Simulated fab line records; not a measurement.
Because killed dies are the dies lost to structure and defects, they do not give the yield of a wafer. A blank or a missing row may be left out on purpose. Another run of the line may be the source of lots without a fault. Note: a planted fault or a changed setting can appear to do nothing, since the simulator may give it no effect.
fab line records    flow nand-harc
[record] lots = 12  wafers = 36  last-day = 33
route steps=1302 shown P_STI@90 P_GATE@139 END@1302
lots that met no fault: taken from a fault-free run of the same line
start-h: start of the lot's first displayed wafer, in hours after the record's first day    wait-h: hours since the lot's step before    " as in the row above    L1.1+2: a row that stands for several wafers    - no value, or no start given    * or withheld: withheld    < > ~ a bound
route shown NAME@n: a module of which the file shows steps, and the number in the route of the first    usual: mean and standard deviation over wafers with no fault    same: alike in all rows    chamber/n: place in a boat    sites: the reading at each site    _std_site: standard deviation across them    _edge_site: inner sites' mean taken away from outer sites' mean    radius-mm: how far each site lies from the wafer's centre    mask NAME#n: copy n    behind: the tool/chamber that last shaped the wafer    hold: cause of the lot's hold/its duration in hours/its outcome    device: the n, p or np transistor that did not switch    end of line: tests run on the same wafers once the route is complete    where a step has no rows: the recipe by itself    killed: count of dies lost to structure and defects at first sort (not the wafer's yield)    map: dies across one wafer; x = killed, . = not, _ = none there
set.NAME: the setting as run; set.NAME@STEP: as run at that earlier step    model.NAME: the simulator's own value behind a step, which no gauge read
one table for each step of the route and one row for each wafer, over a sample of lots
services: a tool's chamber out of use, with start hour (start-h, from the record's first day; less than 0 if before it), hours out, and reason
[[steps]]
[step NHARC_P_STI_ETCH_15]
[recipe] target-depth-a = 3000  taper-deg = 4  time-s = 100.1  hbr-flow-sccm = 150  cl2-flow-sccm = 50  rf-w = 400  icp-w = 400  bias-w = 100  chemistry = HBr/Cl2
[usual] drypump-motor-current-A = 5.9/0.48  oes-product-au = 1.000/0.0072  throttle-valve-pct = 26.405/0.0085
lot.wafer  tool       chamber  start-h  wait-h  drypump-motor-current-A  oes-product-au  rf-hours-counter-h  throttle-valve-pct
L872.4     rie-si-06  2        51.06    -       5.5                      0.999           0.8                 26.408
L872.2     "          3        "        "       6.0                      0.999           1.0                 26.410
L872.6     "          1        "        "       5.3                      0.997           -                   26.411
L874.2     rie-si-04  3        64.38    -       6.4                      0.996           0.3                 26.405
L874.1     "          1        "        "       6.6                      1.003           0.5                 26.404
L874.3     "          2        "        "       6.2                      1.007           0.4                 26.417
L879.1     rie-si-05  3        115.05   -       5.5                      0.987           1.1                 26.411
L879.5     "          2        "        "       5.3                      0.989           -                   26.401
L879.6     "          3        "        "       5.4                      0.994           -                   26.395
L880.1     rie-si-04  0        123.57   -       5.4                      1.015           0.7                 26.416
L880.4     "          1        "        "       6.6                      1.014           0.9                 26.404
L880.5     "          3        "        "       6.4                      0.993           -                   26.411
L881.3     rie-si-06  2        134.66   -       5.5                      0.999           0.3                 26.398
L881.4     "          3        "        "       6.0                      1.002           0.3                 26.395
L881.2     "          1        "        "       5.4                      0.996           0.2                 26.405
L882.2     rie-si-04  1        143.45   -       6.6                      0.998           1.0                 26.408
L882.1     "          2        "        "       6.1                      0.993           0.9                 26.392
L882.6     "          0        "        "       5.4                      1.001           -                   26.415
L884.2     rie-si-05  1        166.85   -       6.0                      0.999           0.2                 26.413
L884.4     "          3        "        "       5.4                      0.986           0.1                 26.406
L884.6     "          1        "        "       6.1                      0.996           -                   26.398
L885.2     rie-si-04  3        175.30   -       6.4                      0.999           0.0                 26.398
L885.3     "          0        "        "       5.4                      1.012           0.0                 26.422
L885.1     "          1        "        "       6.5                      1.013           0.0                 26.399
L887.3     rie-si-05  0        193.38   -       6.5                      0.983           0.4                 26.409
L887.4     "          3        "        "       5.4                      0.998           0.4                 26.404
L887.6     "          1        "        "       6.0                      1.006           -                   26.400
L893.1     rie-si-05  3        254.37   -       5.4                      0.995           0.9                 26.416
L893.4     "          0        "        "       6.5                      0.992           0.9                 26.398
L893.6     "          1        "        "       6.0                      0.999           -                   26.401
L894.1     rie-si-04  2        266.48   -       6.1                      0.985           0.6                 26.405
L894.5     "          2        "        "       6.1                      0.988           -                   26.397
L894.6     "          3        "        "       6.4                      0.990           -                   26.407
L895.2     rie-si-05  1        276.54   -       6.0                      1.000           1.0                 26.406
L895.4     "          0        "        "       6.5                      0.992           1.0                 26.387
L895.6     "          2        "        "       5.3                      0.994           -                   26.390
[step NHARC_P_GATE_PEB_24]
[recipe] peb-temp-c = 100  peb-time-s = 65
[usual] heater-power-total-W = 156.6/0.43
lot.wafer  tool            chamber  start-h  wait-h  heater-power-total-W
L872.2     litho-track-06  0        102.20   0.1     156.1
L872.4     "               0        "        "       157.1
L872.6     "               0        "        "       156.2
L874.1     litho-track-06  0        115.06   0.1     156.5
L874.2     "               0        "        "       156.0
L874.3     "               0        "        "       156.8
L879.1     litho-track-01  0        163.84   0.1     157.1
L879.5     "               0        "        "       156.1
L879.6     "               0        "        "       155.9
L880.1     litho-track-01  0        180.16   0.1     157.2
L880.4     "               0        "        "       156.6
L880.5     "               0        "        "       156.0
L882.1     litho-track-06  0        189.88   0.1     156.1
L882.2     "               0        "        "       156.9
L882.6     "               0        "        "       156.6
L881.2     litho-track-04  0        190.04   0.1     156.5
L881.3     "               0        "        "       156.0
L881.4     "               0        "        "       156.0
L884.2     litho-track-04  0        215.59   0.1     157.1
L884.4     "               0        "        "       156.4
L884.6     "               0        "        "       156.8
L885.1     litho-track-04  0        227.70   0.1     181.5
L885.2     "               0        "        "       181.3
L885.3     "               0        "        "       181.6
L887.3     litho-track-04  0        242.70   0.0     180.8
L887.4     "               0        "        "       180.8
L887.6     "               0        "        "       181.7
L893.1     litho-track-06  0        303.14   0.1     156.6
L893.4     "               0        "        "       156.3
L893.6     "               0        "        "       156.7
L894.1     litho-track-01  0        322.87   0.1     156.6
L894.5     "               0        "        "       156.9
L894.6     "               0        "        "       156.8
L895.2     litho-track-04  0        330.53   0.1     156.5
L895.4     "               0        "        "       155.9
L895.6     "               0        "        "       157.1
[step NHARC_P_GATE_CD_MEAS_26]
[recipe] target-cd-nm = 120  landing-energy-ev = 500
[usual] cd-nm = 120.0/0.47
lot.wafer  tool       chamber  start-h  wait-h  cd-nm
L872.2     cd-sem-01  0        102.28   -       120.4
L872.4     "          0        "        "       120.3
L872.6     "          0        "        "       120.4
L874.1     cd-sem-02  0        115.14   -       120.1
L874.2     "          0        "        "       119.9
L874.3     "          0        "        "       120.1
L879.1     cd-sem-03  0        163.92   -       119.9
L879.5     "          0        "        "       119.7
L879.6     "          0        "        "       119.9
L880.1     cd-sem-01  0        180.24   -       120.1
L880.4     "          0        "        "       120.0
L880.5     "          0        "        "       120.4
L882.1     cd-sem-02  0        189.96   -       120.3
L882.2     "          0        "        "       120.0
L882.6     "          0        "        "       120.4
L881.2     cd-sem-02  0        190.12   -       120.1
L881.3     "          0        "        "       119.7
L881.4     "          0        "        "       119.8
L884.2     cd-sem-01  0        215.67   -       120.3
L884.4     "          0        "        "       119.9
L884.6     "          0        "        "       119.8
L885.1     cd-sem-01  0        227.78   -       130.4
L885.2     "          0        "        "       130.3
L885.3     "          0        "        "       130.2
L887.3     cd-sem-02  0        242.78   -       129.4
L887.4     "          0        "        "       129.8
L887.6     "          0        "        "       129.5
L893.1     cd-sem-02  0        303.22   -       120.4
L893.4     "          0        "        "       120.2
L893.6     "          0        "        "       120.5
L894.1     cd-sem-03  0        322.95   -       121.7
L894.5     "          0        "        "       121.4
L894.6     "          0        "        "       121.0
L895.2     cd-sem-01  0        330.61   -       120.5
L895.4     "          0        "        "       119.8
L895.6     "          0        "        "       120.6
[step NHARC_P_GATE_ETCH_104]
[recipe] target-depth-a = 600  time-s = withheld  cf4-flow-sccm = 100  chf3-flow-sccm = 30  ar-flow-sccm = 0  rf-w = 500  bias-w = 200  chemistry = CF4/CHF3
[usual] cf4-flow-sccm = 100.05/0.27  drypump-motor-current-A = 5.8/0.45  oes-product-au = 0.954/0.023  rf-vpp-V = 371.3/2.5  showerhead-plenum-p-Torr = 1.59/0.072  throttle-valve-pct = 16.802/0.0085
lot.wafer  tool         chamber  start-h  wait-h  cf4-flow-sccm  drypump-motor-current-A  oes-product-au  rf-vpp-V  showerhead-plenum-p-Torr  throttle-valve-pct
L872.4     rie-diel-09  3        102.55   0.1     99.57          6.0                      0.936           370.6     1.62                      16.808
L872.2     "            2        "        "       100.00         5.3                      0.930           366.1     1.49                      16.813
L872.6     "            0        "        "       100.63         6.2                      0.927           374.0     1.68                      16.807
L874.3     rie-diel-09  2        115.41   0.1     99.89          5.3                      0.973           370.1     1.49                      16.804
L874.2     "            3        "        "       99.83          6.1                      0.977           371.1     1.62                      16.816
L874.1     "            0        "        "       99.92          6.2                      0.963           373.7     1.68                      16.793
L879.1     rie-diel-09  0        164.20   0.1     100.24         6.2                      0.959           373.6     1.68                      16.807
L879.6     "            3        "        "       99.77          6.1                      0.989           372.0     1.62                      16.797
L879.5     "            0        "        "       99.37          6.2                      0.950           375.1     1.68                      16.818
L880.1     rie-diel-13  3        180.51   0.1     100.23         6.1                      1.003           372.3     1.67                      16.792
L880.4     "            0        "        "       100.40         6.2                      0.962           372.2     1.63                      16.799
L880.5     "            3        "        "       99.87          6.1                      0.997           373.8     1.67                      16.808
L882.2     rie-diel-02  3        190.23   0.1     100.69         5.3                      0.964           367.7     1.49                      16.792
L882.1     "            2        "        "       99.86          6.3                      0.973           373.7     1.66                      16.808
L882.6     "            3        "        "       100.30         5.3                      0.967           368.1     1.49                      16.801
L881.4     rie-diel-13  2        190.39   0.1     99.69          5.8                      0.936           371.2     1.60                      16.807
L881.3     "            3        "        "       99.98          6.1                      0.946           372.1     1.67                      16.794
L881.2     "            1        "        "       100.10         6.3                      0.918           369.4     1.54                      16.794
L884.2     rie-diel-09  2        215.94   0.1     100.19         5.4                      0.964           368.4     1.49                      16.804
L884.4     "            0        "        "       100.07         6.2                      0.973           373.4     1.68                      16.791
L884.6     "            2        "        "       100.00         5.3                      0.965           368.7     1.49                      16.815
L885.3     rie-diel-13  1        228.05   0.1     99.97          6.3                      0.933           369.3     1.54                      16.801
L885.2     "            2        "        "       100.56         5.8                      0.925           372.6     1.60                      16.802
L885.1     "            3        "        "       100.11         6.1                      0.934           372.7     1.67                      16.806
L887.3     rie-diel-13  1        243.05   0.1     100.51         6.3                      0.922           369.7     1.54                      16.808
L887.4     "            2        "        "       100.01         5.8                      0.934           372.5     1.60                      16.805
L887.6     "            1        "        "       100.46         6.3                      0.929           370.3     1.54                      16.784
L893.1     rie-diel-02  3        303.50   0.1     100.23         5.3                      0.939           368.5     1.49                      16.799
L893.4     "            1        "        "       99.86          5.0                      0.933           374.5     1.68                      16.792
L893.6     "            3        "        "       100.36         5.3                      0.925           367.2     1.49                      16.808
L894.1     rie-diel-02  3        323.59   0.1     100.00         5.4                      0.964           368.2     1.49                      16.797
L894.6     "            0        "        "       100.16         5.2                      0.975           368.1     1.52                      16.809
L894.5     "            1        "        "       100.10         5.0                      0.982           374.2     1.68                      16.796
L895.2     rie-diel-09  2        330.88   0.1     100.17         5.4                      0.977           368.0     1.49                      16.805
L895.4     "            0        "        "       99.91          6.2                      0.987           373.6     1.68                      16.791
L895.6     "            2        "        "       99.97          5.4                      0.977           368.3     1.49                      16.806
[step NHARC_P_GATE_HM_OPEN_105]
[recipe] target-depth-a = 3600  o2-flow-sccm = 400  cos-flow-sccm = 20  ar-flow-sccm = 0  rf-w = 500  bias-w = 300  chemistry = O2/COS
[usual] drypump-motor-current-A = 5.8/0.46  oes-product-au = 1.004/0.007  rf-vpp-V = 468/3.1  showerhead-plenum-p-Torr = 3.16/0.14  throttle-valve-pct = 28.331/0.0097
lot.wafer  tool         chamber  start-h  wait-h  drypump-motor-current-A  oes-product-au  rf-hours-counter-h  rf-vpp-V  showerhead-plenum-p-Torr  throttle-valve-pct
L872.2     rie-diel-09  3        -        -       6.1                      0.996           8                   470       3.21                      28.331
L872.4     "            0        "        "       6.2                      0.997           9                   472       3.34                      28.312
L872.6     "            2        "        "       5.3                      1.008           -                   465       2.96                      28.323
L874.2     rie-diel-09  2        -        -       5.4                      0.997           7                   463       2.96                      28.311
L874.3     "            0        "        "       6.2                      1.001           9                   473       3.34                      28.330
L874.1     "            1        "        "       6.2                      1.002           8                   467       3.09                      28.348
L879.1     rie-diel-09  1        -        -       6.2                      0.997           2                   468       3.09                      28.326
L879.6     "            1        "        "       6.2                      0.998           -                   466       3.09                      28.330
L879.5     "            2        "        "       5.4                      1.011           -                   463       2.96                      28.339
L880.4     rie-diel-13  2        -        -       5.8                      1.012           0                   468       3.18                      28.306
L880.1     "            3        "        "       6.1                      1.016           0                   470       3.32                      28.335
L880.5     "            2        "        "       5.8                      1.010           -                   469       3.18                      28.342
L882.2     rie-diel-02  1        -        -       5.1                      0.997           7                   472       3.34                      28.323
L882.1     "            2        "        "       6.3                      1.002           8                   471       3.30                      28.338
L882.6     "            0        "        "       5.1                      0.996           -                   465       3.03                      28.323
L881.2     rie-diel-13  3        -        -       6.1                      1.025           1                   471       3.32                      28.320
L881.3     "            0        "        "       6.2                      1.001           0                   469       3.24                      28.331
L881.4     "            2        "        "       5.8                      1.011           1                   469       3.18                      28.340
L884.2     rie-diel-09  1        -        -       6.2                      1.005           5                   467       3.09                      28.331
L884.4     "            2        "        "       5.4                      1.008           5                   463       2.96                      28.330
L884.6     "            3        "        "       6.1                      1.001           -                   469       3.21                      28.337
L885.2     rie-diel-13  3        -        -       6.1                      1.015           3                   471       3.31                      28.341
L885.3     "            0        "        "       6.3                      1.009           3                   471       3.24                      28.332
L885.1     "            1        "        "       6.3                      1.013           2                   467       3.05                      28.333
L887.4     rie-diel-13  2        -        -       5.8                      1.017           3                   467       3.17                      28.339
L887.3     "            3        "        "       6.1                      1.007           3                   471       3.31                      28.328
L887.6     "            3        "        "       6.1                      1.027           -                   471       3.31                      28.335
L893.1     rie-diel-02  0        -        -       5.1                      1.010           2                   466       3.02                      28.323
L893.4     "            1        "        "       5.0                      0.995           2                   471       3.34                      28.330
L893.6     "            2        "        "       6.3                      1.001           -                   472       3.30                      28.332
L894.1     rie-diel-02  0        -        -       5.1                      0.994           4                   465       3.02                      28.321
L894.5     "            3        "        "       5.3                      1.002           -                   464       2.96                      28.325
L894.6     "            0        "        "       5.1                      0.999           -                   465       3.02                      28.327
L895.2     rie-diel-09  3        -        -       6.1                      0.997           0                   468       3.20                      28.322
L895.4     "            0        "        "       6.2                      1.005           0                   471       3.33                      28.326
L895.6     "            2        "        "       5.4                      1.006           -                   463       2.95                      28.338
[step NHARC_END_SORT_01]
[recipe] temp-c = 25
[usual] killed-at-array = 56/19  killed-at-other = 1.0/1.5  killed-at-periphery = 3.4/2.4  killed-dies = 60/19  killed-open = 3.3/1.8  killed-short = 2.4/1.7
[same] gross-dies = 677
lot.wafer  tool       chamber  start-h  wait-h  killed-at-array  killed-at-other  killed-at-periphery  killed-dies  killed-open  killed-short
L880.1     prober-01  0        652.66   2.5     49               1                6                    56           2            2
L880.4     prober-01  0        655.08   3.4     51               0                10                   61           6            3
L880.5     prober-01  0        655.88   3.7     38               0                7                    45           1            2
L884.2     prober-01  0        661.29   2.8     50               0                3                    53           4            7
L884.4     prober-01  0        662.87   3.4     52               0                3                    55           2            4
L884.6     prober-01  0        664.45   4.0     46               0                3                    49           3            4
L887.3     prober-02  0        697.60   3.1     55               0                3                    58           2            4
L887.4     prober-02  0        698.38   3.4     46               0                2                    48           3            0
L887.6     prober-02  0        699.96   3.9     54               0                2                    56           2            5
// killed by level:class
L880.1 A_CHANNEL_HOLE_D2:chamber-film-flake=28 A_CHANNEL_HOLE_D1:chamber-film-flake=10 P_GATE:chamber-film-flake=3 A_M0:geometric-particle:open=2 A_STAIRCASE:chamber-film-flake=2 A_CONTACT:chamber-film-flake=2 A_BLC:chamber-film-flake=2 P_M0:geometric-particle:short=1
L880.4 A_CHANNEL_HOLE_D2:chamber-film-flake=23 A_CHANNEL_HOLE_D1:chamber-film-flake=10 P_GATE:chamber-film-flake=6 A_CONTACT:chamber-film-flake=4 A_M0:geometric-particle:open=3 P_BONDPAD:chamber-film-flake=3 A_STAIRCASE:chamber-film-flake=3 P_GATE:geometric-particle:short=1
L880.5 A_CHANNEL_HOLE_D2:chamber-film-flake=24 A_CHANNEL_HOLE_D1:chamber-film-flake=5 P_GATE:chamber-film-flake=3 A_BLC:chamber-film-flake=3 P_M2:chamber-film-flake=2 P_BONDPAD:chamber-film-flake=2 A_CHANNEL_FILL_D1:geometric-particle:open=1 A_SGD_CUT:geometric-particle:short=1
L884.2 A_CHANNEL_HOLE_D1:chamber-film-flake=29 A_STAIRCASE:chamber-film-flake=5 A_DECK1_JOINT:chamber-film-flake=3 P_M0:geometric-particle:open=2 A_CHANNEL_FILL_D2:geometric-particle:short=2 A_ONON_D1:geometric-particle:open=1 A_CHANNEL_FILL_D1:geometric-particle:short=1 A_CHANNEL_FILL_D1:geometric-particle:open=1
L884.4 A_CHANNEL_HOLE_D1:chamber-film-flake=39 A_CONTACT:chamber-film-flake=3 A_CHANNEL_FILL_D2:geometric-particle:short=2 A_STAIRCASE:chamber-film-flake=2 P_STI:geometric-particle:open=1 A_SOURCE_PLATE:geometric-particle:open=1 A_ONON_D1:geometric-particle:short=1 A_M0:geometric-particle:short=1
L884.6 A_CHANNEL_HOLE_D1:chamber-film-flake=30 A_CONTACT:chamber-film-flake=3 A_WL_FILL:geometric-particle:short=2 P_BONDPAD:chamber-film-flake=2 A_SLIT:chamber-film-flake=2 A_STAIRCASE:chamber-film-flake=2 P_M0:geometric-particle:open=1 A_DECK1_JOINT:geometric-particle:short=1
L887.3 A_CHANNEL_HOLE_D1:chamber-film-flake=36 A_WL_FILL:chamber-film-flake=4 A_SLIT:chamber-film-flake=3 A_CHANNEL_FILL_D2:chamber-film-flake=3 A_STAIRCASE:chamber-film-flake=2 A_CONTACT:chamber-film-flake=2 P_STI:geometric-particle:short=1 P_M0:geometric-particle:short=1
L887.4 A_CHANNEL_HOLE_D1:chamber-film-flake=26 A_WL_FILL:chamber-film-flake=6 A_CHANNEL_FILL_D2:chamber-film-flake=4 A_CONTACT:chamber-film-flake=4 P_ZERO_WELL:chamber-film-flake=2 A_DECK1_JOINT:chamber-film-flake=2 A_ONON_D1:geometric-particle:open=1 A_CHANNEL_FILL_D1:geometric-particle:open=1
L887.6 A_CHANNEL_HOLE_D1:chamber-film-flake=33 A_WL_FILL:chamber-film-flake=4 A_SLIT:chamber-film-flake=3 A_ONON_D1:geometric-particle:short=2 A_DECK1_JOINT:chamber-film-flake=2 A_CONTACT:chamber-film-flake=2 P_M2:geometric-particle:open=1 A_DECK1_JOINT:geometric-particle:short=1
[[services]]
tool            chamber  start-h  hours  kind
litho-track-04  -        28.00    7.0    pm
rie-diel-02     -        39.70    9.0    pm
rie-si-04       0        61.66    7.5    repair
rie-diel-09     1        127.52   2.6    repair
rie-si-05       -        128.00   9.0    pm
rie-diel-09     -        143.10   9.0    pm
litho-track-01  -        155.00   7.0    pm
rie-diel-13     3        156.05   14.0   repair
rie-diel-13     -        165.00   9.0    pm
rie-si-04       -        165.00   9.0    pm
litho-track-06  -        179.00   7.0    pm
rie-si-04       3        199.93   8.1    repair
rie-si-04       1        202.20   1.1    repair
litho-track-04  -        203.00   7.0    pm
rie-diel-09     -        209.94   1.5    repair
rie-diel-02     -        213.62   30.7   repair
rie-si-05       1        216.96   4.9    repair
rie-diel-13     3        255.16   5.2    repair
rie-si-05       -        268.28   1.5    repair
rie-si-04       -        294.45   0.4    repair
rie-diel-02     3        296.95   2.6    repair
rie-diel-13     -        304.13   1.0    repair
rie-si-05       -        305.00   9.0    pm
rie-diel-09     -        320.10   9.0    pm
[[key]]
[first-sign] step = NHARC_P_GATE_PEB_24  reading = heater-power-total-W  direction = up  sigmas = 58  usual = *  struck = *
[effect] step = NHARC_P_GATE_CD_MEAS_26  reading = cd-nm  direction = up  sigmas = 21  usual = 120.0  struck = 129.9
met-at NHARC_P_GATE_PEB_24
struck-lots L885,L887
sort-left-out L885.1,L885.2,L885.3
tester-left-out L885,L887
not-acting-at NHARC_P_STI_ETCH_15,NHARC_P_GATE_ETCH_104,NHARC_P_GATE_HM_OPEN_105
onset-between 215.59 227.70
[fault] kind = process-parameter-drift  tool = litho-track-04  chamber = -  onset-h = 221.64  steps = NHARC_P_GATE_PEB_24  channel = peb-time-s  offset = *  shape = step  end-h = 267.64  acts-in = *  stated = *
// tester-left-out: of these lots the tester's yield and bins aren't shown, on N5 and GAA mostly nor the transistor test; their killed dies are dies lost to structure and defects alone, not to doping, threshold or leakage, so they don't give the yield
// sort-left-out: the simulated sort isn't trusted on such a fault, so these wafers' sort isn't shown, and their yield isn't known
